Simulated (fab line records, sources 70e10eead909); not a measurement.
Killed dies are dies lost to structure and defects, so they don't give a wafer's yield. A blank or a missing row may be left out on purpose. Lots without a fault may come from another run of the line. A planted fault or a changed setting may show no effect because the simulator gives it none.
fab line records | flow nand_harc
record lots=14 wafers=40 last_day=33
route steps=1302 shown A_CHANNEL_HOLE_D1@483 A_DECK1_JOINT@528 A_ONON_D2@545
lots that met no fault: from a run of the same line without faults
start_h: hours from the record's first day to the start of the lot's first wafer shown | wait_h: hours since the lot's step before | " the same as in the row above | L1.1+2: a row that stands for several wafers | - no value, or no start given | * or withheld: withheld | < > ~ a bound
route shown NAME@n: a module of which the file shows steps, and the number in the route of the first | usual: mean/standard deviation of fault-free wafers | same: alike in all rows | chamber/n: place in a boat | sites: the reading at each site | _std_site: their standard deviation | _edge_site: outer sites' mean less inner sites' | radius_mm: how far each site lies from the wafer's centre | mask NAME#n: copy n | behind: the tool/chamber that last shaped the wafer | hold: why the lot was held/for how many hours/how that ended | device: the transistor (n, p or np) that didn't switch | end of line: the same wafers' tests at the end of the route | a step without rows: its recipe alone | killed: dies lost to structure and defects at the first sort, not the wafer's yield | map: a wafer's dies, x killed, . not, _ none there
set.NAME: the setting as run; set.NAME@STEP: as run at that earlier step | model.NAME: the simulator's own value behind a step, which no gauge read
steps of the route over a sample of lots; a table a step, a row a wafer
services: from which hour (start_h, from the record's first day; less than 0 if before it) a tool's chamber was out of use, for how many hours, and why
## steps
# step NHARC_A_CHANNEL_HOLE_D1_ETCH_44
# recipe target_depth_a=1400 overetch_a=140 time_s=77 ion_energy_ev=100 cf4_flow_sccm=80 o2_flow_sccm=20 ar_flow_sccm=0 rf_w=300 bias_w=100 chemistry=CF4/O2
# usual drypump_motor_current_A=5.8/0.38 oes_product_au=0.999/0.0099 rf_vpp_V=198.0/1.3 showerhead_plenum_p_Torr=1.34/0.054 throttle_valve_pct=13.398/0.0089
# columns lot.wafer tool chamber start_h wait_h drypump_motor_current_A oes_product_au rf_hours_counter_h rf_vpp_V showerhead_plenum_p_Torr throttle_valve_pct
L418.3 rie_diel-10 3 178.46 0.1 6.2 0.999 8 199.2 1.37 13.406
L418.1 " 2 " " 6.0 0.978 8 197.4 1.30 13.389
L418.5 " 3 " " 6.2 0.996 - 198.7 1.37 13.390
L419.2 rie_diel-10 3 194.39 0.1 6.2 0.996 10 198.7 1.37 13.402
L419.4 " 1 " " 5.4 0.996 - 198.3 1.36 13.416
L419.5 " 0 " " 5.9 0.997 - 195.9 1.30 13.412
L420.4 rie_diel-10 1 203.45 0.1 5.4 0.994 11 199.2 1.36 13.408
L420.5 " 1 " " 5.4 1.002 - 199.6 1.36 13.400
L420.6 " 2 " " 6.1 0.977 - 198.1 1.30 13.389
L421.3 rie_diel-04 1 211.35 0.0 5.7 1.020 8 198.4 1.33 13.407
L421.2 " 3 " " 5.5 1.007 5 196.6 1.26 13.393
L421.6 " 1 " " 5.8 1.008 - 197.5 1.33 13.398
L422.3 rie_diel-10 1 228.88 0.1 5.4 0.994 13 199.1 1.36 13.396
L422.1 " 0 " " 5.9 0.996 13 198.1 1.30 13.390
L422.6 " 1 " " 5.4 0.991 - 198.1 1.36 13.402
L424.3 rie_diel-10 0 242.30 0.1 5.9 1.004 15 196.5 1.30 13.398
L424.5 " 2 " " 6.0 0.986 - 197.6 1.30 13.400
L424.6 " 3 " " 6.3 0.998 - 198.0 1.37 13.408
L423.4 rie_diel-12 0 244.82 0.1 6.3 0.997 46 195.8 1.23 13.385
L423.2 " 2 " " 5.3 1.001 48 196.1 1.32 13.410
L423.1 " 3 " " 5.7 1.011 46 199.1 1.37 13.411
L426.2 rie_diel-10 2 272.73 0.0 6.0 1.003 1 196.2 1.30 13.392
L426.1 " 0 " " 5.9 0.999 1 197.0 1.30 13.402
L426.5 " 3 " " 6.2 0.993 - 199.8 1.37 13.410
L427.4 rie_diel-10 3 278.97 0.1 6.2 0.990 2 199.2 1.37 13.400
L427.1 " 0 " " 5.9 0.996 1 196.3 1.30 13.395
L427.5 " 2 " " 6.0 0.985 - 195.8 1.30 13.397
L428.3 rie_diel-04 1 291.60 0.1 5.7 0.999 33 196.3 1.33 13.388
L428.1 " 2 " " 5.1 0.995 32 198.8 1.44 13.392
L428.6 " 2 " " 5.1 0.985 - 199.8 1.44 13.392
L435.6 rie_diel-10 1 358.57 0.1 5.4 1.015 - 199.1 1.36 13.401
L435.5 " 2 " " 6.0 1.017 - 197.2 1.29 13.409
L437.1 rie_diel-10 2 370.17 0.1 6.0 1.000 9 196.6 1.30 13.408
L437.6 " 1 " " 5.4 0.998 - 199.6 1.36 13.386
L439.3 rie_diel-10 3 402.90 0.1 6.2 0.993 11 198.9 1.37 13.402
L439.1 " 1 " " 5.4 0.997 10 199.2 1.36 13.405
L439.6 " 3 " " 6.2 0.992 - 197.2 1.37 13.397
L440.2 rie_diel-04 1 419.87 0.1 5.7 1.018 16 198.2 1.32 13.402
L440.5 " 0 " " 6.6 1.010 - 200.6 1.44 13.397
L440.6 " 1 " " 5.7 1.017 - 197.2 1.32 13.402
# step NHARC_A_DECK1_JOINT_THK_MEAS_14
# recipe thk_meas_gauge=ellipsometry
# usual thk_nm=50.7/1.4
# columns lot.wafer tool chamber start_h wait_h thk_nm
L418.1 film_metro-02 - 240.77 0.2 51.5
L418.3 " - " " 51.6
L418.5 " - " " 50.9
L419.2 film_metro-01 - 255.63 0.2 48.2
L419.4 " - " " 50.1
L419.5 " - " " 48.8
L420.4 film_metro-02 - 263.42 0.2 49.6
L420.5 " - " " 52.6
L420.6 " - " " 48.8
L421.2 film_metro-02 - 276.31 0.2 51.3
L421.3 " - " " 50.7
L421.6 " - " " 53.2
L422.1 film_metro-02 - 288.86 0.2 51.2
L422.3 " - " " 54.1
L422.6 " - " " 50.4
L423.1 film_metro-01 - 302.98 0.2 52.7
L423.2 " - " " 53.1
L423.4 " - " " 49.9
L424.3 film_metro-02 - 302.98 0.2 53.0
L424.5 " - " " 50.8
L424.6 " - " " 51.2
L426.1 film_metro-02 - 333.20 0.2 49.3
L426.2 " - " " 51.4
L426.5 " - " " 52.2
L427.1 film_metro-02 - 339.82 0.2 51.2
L427.4 " - " " 51.4
L427.5 " - " " 50.8
L428.1 film_metro-02 - 353.73 0.2 50.8
L428.3 " - " " 51.0
L428.6 " - " " 51.1
L435.5 film_metro-02 - 418.25 0.1 48.2
L435.6 " - " " 50.0
L437.1 film_metro-01 - 431.01 0.2 51.7
L437.6 " - " " 51.7
L439.1 film_metro-01 - 466.04 0.2 50.2
L439.3 " - " " 51.4
L439.6 " - " " 51.8
L440.2 film_metro-01 - 481.08 0.2 49.9
L440.5 " - " " 49.2
L440.6 " - " " 50.9
# step NHARC_A_ONON_D2_DEP_00
# recipe target_thk_a=10000 n2_flow_sccm=2750 n2o_flow_sccm=2000 nh3_flow_sccm=500 sih4_flow_sccm=210 temp_c=400
# columns lot.wafer tool chamber start_h wait_h
L418.1+3+5 pecvd_onon-03 0 261.58 0.1
L419.2+4+5 pecvd_onon-04 0 280.97 0.1
L420.4+5+6 pecvd_onon-04 0 286.65 0.2
L421.2+3+6 pecvd_onon-01 0 300.29 0.1
L422.1+3+6 pecvd_onon-03 0 314.38 0.1
L423.1+2+4 pecvd_onon-01 0 327.59 0.1
L424.3+5+6 pecvd_onon-04 0 327.71 0.2
L426.1+2+5 pecvd_onon-04 0 357.57 0.1
L427.1+4+5 pecvd_onon-04 0 362.50 0.1
L428.1+3+6 pecvd_onon-04 0 388.19 0.1
L435.5+6 pecvd_onon-04 0 440.94 0.3
L437.1+6 pecvd_onon-04 0 453.99 0.1
L439.1+3+6 pecvd_onon-03 0 488.42 0.1
L440.2+5+6 pecvd_onon-03 0 507.04 0.1
# step NHARC_A_ONON_D2_THK_MEAS_02
# recipe thk_meas_gauge=ellipsometry
# usual thk_nm=1002/9.6
# columns lot.wafer tool chamber start_h wait_h thk_nm
L418.1 film_metro-02 - 262.09 - 1025
L418.3 " - " " 1026
L418.5 " - " " 1024
L419.2 film_metro-01 - 281.42 - 1007
L419.4 " - " " 1009
L419.5 " - " " 1008
L420.4 film_metro-01 - 286.99 - 1000
L420.5 " - " " 1000
L420.6 " - " " 1001
L421.2 film_metro-01 - 300.75 - 1010
L421.3 " - " " 1010
L421.6 " - " " 1008
L422.1 film_metro-01 - 314.89 - 994
L422.3 " - " " 993
L422.6 " - " " 993
L423.1 film_metro-02 - 328.10 - 1003
L423.2 " - " " 1005
L423.4 " - " " 1005
L424.3 film_metro-01 - 328.11 - 1009
L424.5 " - " " 1009
L424.6 " - " " 1008
L426.1 film_metro-02 - 358.08 - 1011
L426.2 " - " " 1009
L426.5 " - " " 1011
L427.1 film_metro-02 - 363.02 - 1008
L427.4 " - " " 1007
L427.5 " - " " 1005
L428.1 film_metro-01 - 388.69 - 999
L428.3 " - " " 999
L428.6 " - " " 999
L435.5 film_metro-01 - 441.22 - 642
L435.6 " - " " 641
L437.1 film_metro-02 - 454.53 - 991
L437.6 " - " " 624
L439.1 film_metro-02 - 488.94 - 1007
L439.3 " - " " 1005
L439.6 " - " " 1005
L440.2 film_metro-02 - 507.50 - 1001
L440.5 " - " " 1000
L440.6 " - " " 1003
# step NHARC_A_ONON_D2_DEP_33
# recipe target_thk_a=2000 temp_c=400 pressure_torr=6.5 rf_w=900 teos_flow_sccm=161.4 flow_sccm=2650 target_thk_nm=200 gas=O2 material=SiO2
# usual heater_power_w=523/93 throttle_valve_pct=15.9/0.39
# columns lot.wafer tool chamber start_h wait_h heater_power_w throttle_valve_pct
L418.3 pecvd-01 2 274.78 0.1 569 16.0
L418.1 " 0 " " 639 16.0
L418.5 " 1 " " 655 15.5
L419.2 pecvd-01 2 293.49 0.1 570 16.6
L419.4 " 1 " " 533 15.8
L419.5 " 0 " " 587 16.1
L420.4 pecvd-03 2 299.75 0.2 452 15.8
L420.6 " 0 " " 477 16.2
L420.5 " 1 " " 621 15.9
L421.2 pecvd-03 2 313.43 0.1 485 15.6
L421.3 " 1 " " 751 15.8
L421.6 " 2 " " 482 15.8
L422.1 pecvd-03 0 326.94 0.1 392 16.6
L422.3 " 1 " " 728 16.0
L422.6 " 1 " " 727 16.1
L423.1 pecvd-02 0 340.15 0.1 464 16.1
L423.2 " 1 " " 463 15.8
L423.4 " 0 " " 466 16.1
L424.3 pecvd-01 2 340.19 0.1 530 16.3
L424.5 " 0 " " 612 15.8
L424.6 " 1 " " 640 16.1
L426.2 pecvd-01 2 381.64 0.1 593 16.1
L426.1 " 1 " " 568 16.0
L426.5 " 1 " " 588 15.9
L427.1 pecvd-03 2 381.67 0.1 395 14.8
L427.4 " 1 " " 635 16.0
L427.5 " 0 " " 523 16.3
L428.3 pecvd-02 0 402.25 0.1 387 16.2
L428.1 " 1 " " 447 15.8
L428.6 " 1 " " 459 15.6
L435.5 pecvd-02 1 453.45 0.2 398 16.0
L435.6 " 0 " " 531 15.6
L437.1 pecvd-03 1 466.88 0.1 580 16.0
L437.6 " 2 " " 456 15.6
L439.1 pecvd-03 0 502.00 0.2 506 16.1
L439.3 " 2 " " 362 15.3
L439.6 " 2 " " 378 15.5
L440.2 pecvd-03 2 519.76 0.1 375 15.6
L440.5 " 2 " " 411 15.3
L440.6 " 0 " " 521 16.4
## services
# columns tool chamber start_h hours kind
rie_diel-10 1 174.37 9.7 repair
pecvd-01 0 178.78 1.8 repair
rie_diel-04 - 181.78 9.0 pm
pecvd-03 - 185.33 13.0 pm
rie_diel-10 2 193.23 9.9 repair
pecvd_onon-03 - 227.00 13.0 pm
pecvd-03 2 232.09 20.8 repair
rie_diel-04 2 241.91 2.1 repair
rie_diel-10 - 242.71 9.0 pm
rie_diel-04 - 246.90 0.6 repair
rie_diel-04 2 252.16 2.6 repair
pecvd-01 - 282.67 7.2 repair
pecvd-01 - 311.00 13.0 pm
pecvd_onon-04 - 311.33 13.0 pm
rie_diel-04 0 344.27 10.1 repair
pecvd-03 - 366.33 13.0 pm
pecvd-03 0 398.87 3.1 repair
pecvd_onon-03 - 408.02 13.0 pm
pecvd-01 2 411.19 17.1 repair
rie_diel-10 - 419.71 9.0 pm
pecvd-01 - 492.00 13.0 pm
pecvd_onon-04 - 492.33 13.0 pm
pecvd-03 1 499.86 20.1 repair
rie_diel-10 1 515.02 2.5 repair
## key
first_sign step=NHARC_A_ONON_D2_THK_MEAS_02 reading=thk_nm direction=down sigmas=38 usual=1002 struck=636
effect none on later readings
met_at NHARC_A_ONON_D2_DEP_00
struck_lots L435,L437
struck_wafers L435.5,L435.6,L437.6
later_rows_left_out L435.5,L435.6,L437.6
sort_left_out L435.5,L435.6,L437.6
tester_left_out L435,L437
not_acting_at NHARC_A_CHANNEL_HOLE_D1_ETCH_44,NHARC_A_DECK1_JOINT_THK_MEAS_14,NHARC_A_ONON_D2_DEP_33
onset_between 388.19 440.94
fault kind=process_parameter_drift tool=pecvd_onon-04 chamber=- onset_h=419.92 steps=NHARC_A_ONON_D2_DEP_00 channel=target_thk_a offset=* shape=step end_h=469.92 scope=struck_wafers_only acts_in=* stated=*
# tester_left_out: of these lots the tester's yield and bins aren't shown, on N5 and GAA mostly nor the transistor test; their killed dies are dies lost to structure and defects alone, not to doping, threshold or leakage, so they don't give the yield
# sort_left_out: the simulated sort isn't trusted on such a fault, so these wafers' sort isn't shown, and their yield isn't known
# later_rows_left_out: the simulator's readings of these wafers behind a module that went badly wrong aren't trusted and aren't shown, but for the sort
